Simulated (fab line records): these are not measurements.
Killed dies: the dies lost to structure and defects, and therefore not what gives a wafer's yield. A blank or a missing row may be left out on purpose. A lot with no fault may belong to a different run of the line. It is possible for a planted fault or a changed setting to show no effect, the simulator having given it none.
A lot that was struck, set against a sound lot / flow nand-harc / 15 steps out of a route of 1159
Sound: wafers L826.2, L826.4, L826.5. Struck: wafer L832.3 (L832.2, L832.5, from the same lot, were not struck and are left out); the cause is given at the end.
Per side, at each step with rows, come the tool, then ch with its chambers, and then its first start. Under that, the readings that differ: sound wafers / struck wafers / difference of the means / sigmas: that difference in standard deviations of wafers without a fault.
alike: readings with means less than 2 such deviations apart, plus words and numbers identical on both sides. not compared: withheld readings, readings lacking a value on some wafer, bounds such as >300 that could conceal the same value, and numbers that have no deviation in the record and whose values overlap.
Wherever a step has rows on one side only, a row that says differs or no value, or a row with sigmas, the two part there. Non-overlapping numbers with no deviation appear without sigmas and do not part them. Lack of a reading on every wafer of one side parts them only where that side has two or more wafers.

first, 3 steps without rows for these wafers: NHARC_THIN_TSV_EXPOSE_09 (exposes mask TSV); NHARC_THIN_TSV_PEB_10 (peb time 85 s); NHARC_THIN_TSV_DEVELOP_11 (time 70 s).
NHARC_THIN_TSV_CD_MEAS_12 targets a cd of 1000 nm.
  sound on cd-sem-03 ch 0, day 19 05:24; struck on cd-sem-02 ch 0, day 21 12:46
  alike: cd-nm
then, 1 step without rows for these wafers: NHARC_THIN_TSV_HARDBAKE_13 (time 80 s).
NHARC_THIN_TSV_DESCUM_14: chemistry O2, time 3 s.
  sound on rie-diel-01 ch 2,3, day 19 05:34; struck on rie-diel-04 ch 1, day 21 12:56
  alike: drypump-motor-current-A, mfc-ar-sccm, oes-product-au, rf-vpp-V, showerhead-plenum-p-Torr, throttle-valve-pct
  not compared: rf-hours-counter-h
NHARC_THIN_TSV_ETCH_44: etches the open film in CF4/O2, target depth 1594.2 nm, time 797.1 s.
  sound on rie-diel-01 ch 0,1, day 19 05:38; struck on rie-diel-04 ch 2, day 21 13:04
reading=throttle-valve-pct (%); sound=16.912 16.913 16.923; struck=16.898; difference=-0.018; sigmas=-2
  alike: drypump-motor-current-A, mfc-ar-sccm, oes-product-au, rf-vpp-V, showerhead-plenum-p-Torr
  not compared: rf-hours-counter-h
then, 1 step without rows for these wafers: NHARC_THIN_TSV_ETCH_15 (target depth 3000 nm, bosch target overetch cycles 2, bosch etch step 2.8 s).
NHARC_THIN_TSV_CD_MEAS_16:
  struck on cd-sem-03, day 21 13:44; sound on cd-sem-01, day 19 06:22
  alike: cd-nm
NHARC_THIN_TSV_STRIP_45: strips in O2.
  sound on plasma-asher-02 ch 1, day 19 06:29; struck on plasma-asher-01 ch 0, day 21 13:49
  alike: drypump-motor-current-A, heater-power-w
  not compared: rf-hours-counter-h
then, 1 step without rows for these wafers: NHARC_THIN_TSV_STRIP_46 (strips in post etch residue remover, time 1200 s).
NHARC_THIN_TSV_DEP_47: deposits SiO2, target thk 200 nm.
  sound on pecvd-03 ch 0,2, day 19 07:21; struck on pecvd-02 ch 1, day 21 14:44
  alike: throttle-valve-pct
NHARC_THIN_TSV_ETCHBACK_48: etches the open film in C4F8/Ar, target depth 1028.5 nm, time 405.17 s.
  sound on rie-diel-01 ch 1,2,3, day 19 07:39; struck on rie-diel-01 ch 2, day 21 15:06
reading=over-etch-frac; sound=0.3 0.3 0.3; struck=0.099053; difference=-0.200947; sigmas=
  alike: oes-product-au, rf-vpp-V
  not compared: rf-hours-counter-h
NHARC_THIN_TSV_STRIP_62: strips in N2/H2, time 20 s.
  sound on plasma-asher-02 ch 0,1, day 19 08:02; struck on plasma-asher-02 ch 1, day 21 15:29
  alike: drypump-motor-current-A, heater-power-w
  not compared: rf-hours-counter-h
NHARC_END_SORT_01:
  sound on prober-01 ch 0, day 20 01:22; struck on prober-01 ch 0, day 22 09:29
  alike: defect-limited-yield, killed-at-array, killed-at-other, killed-at-periphery, killed-dies, killed-open, killed-short, sort_bin_2_pct, sort_bin_3_pct, sort_bin_4_pct, sort-n-pass, sort-rim-yield-pct, sort-yield-pct

WHERE THEY PART
Only at NHARC_THIN_TSV_ETCH_44, as far as this record shows. Later steps at which nothing parts them and some readings are alike: NHARC_THIN_TSV_CD_MEAS_16, NHARC_THIN_TSV_STRIP_45, NHARC_THIN_TSV_DEP_47, NHARC_THIN_TSV_ETCHBACK_48, NHARC_THIN_TSV_STRIP_62, NHARC_END_SORT_01.

WHY: whatever the simulator had introduced
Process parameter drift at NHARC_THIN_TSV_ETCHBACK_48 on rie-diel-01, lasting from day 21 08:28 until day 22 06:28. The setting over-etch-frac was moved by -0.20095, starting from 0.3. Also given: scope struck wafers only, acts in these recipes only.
